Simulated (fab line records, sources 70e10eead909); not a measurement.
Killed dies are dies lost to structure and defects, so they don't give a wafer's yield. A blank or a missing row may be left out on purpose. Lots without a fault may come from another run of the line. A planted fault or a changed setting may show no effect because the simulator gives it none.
Chamber matching | flow nand_harc | NHARC_P_CONTACT_ALD_22 on ald_metal-04: 4 sister chambers
The step deposits TiN, target thk 3 nm, pulse time 1 s, ald cycles 150. 8 wafers are shown with their chamber, then 9 later ones without.

WAFERS WITH THEIR CHAMBER
wafer  | chamber | heater_power_w (W) | precursor_pulse_height_rel
L082.2 | 2       | 1000               | 0.989
L081.6 | 0       | 1021               | 0.988
L083.1 | 3       | 926                | 1.007
L083.2 | 1       | 1019               | 1.009
L083.4 | 0       | 1093               | 1.025
L079.1 | 2       | 1036               | 1.004
L079.3 | 3       | 922                | 1.031
L079.5 | 1       | 1056               | 0.971

WAFERS WITHOUT THEIR CHAMBER
wafer  | heater_power_w (W) | precursor_pulse_height_rel
L086.1 | 1050               | 1.003
L086.3 | 906                | 0.998
L086.4 | 1027               | 1.016
L088.3 | 1063               | 1.026
L088.4 | 929                | 1.016
L088.5 | 1018               | 0.984
L090.1 | 1021               | 1.000
L090.3 | 926                | 1.019
L090.5 | 1001               | 1.028

WHICH CHAMBER EACH WENT THROUGH
wafer  | from the rows above               | in truth
L086.1 | can't be placed: 0 or 1 or 2      | 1
L086.3 | 3                                 | 3
L086.4 | can't be placed: 2 or 0 or 1      | 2
L088.3 | can't be placed: 0 or 1 or 2      | 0
L088.4 | 3                                 | 3
L088.5 | can't be placed: 2 or 1 or 0      | 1
L090.1 | can't be placed: 2 or 1 or 0      | 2
L090.3 | 3                                 | 3
L090.5 | can't be placed: 2 or 0 or 1 or 3 | 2
Placed correctly: 3 of 9. Can't be placed from these rows: 6 (the true chamber is among the candidates in 6). Placed wrongly: 0.
How it was worked out, from the rows above alone: a wafer's distance from a chamber is the root of the sum, over the readings, of the square of ((its reading less the chamber's mean) divided by the reading's scatter). The wafer belongs to the nearest chamber; if the next one is less than 2 further off, it can't be placed. A chamber's mean is the mean of its shown wafers. The scatter: the root of (the sum of the squares of (reading less its chamber's mean) over the shown wafers, divided by (wafers less chambers)).
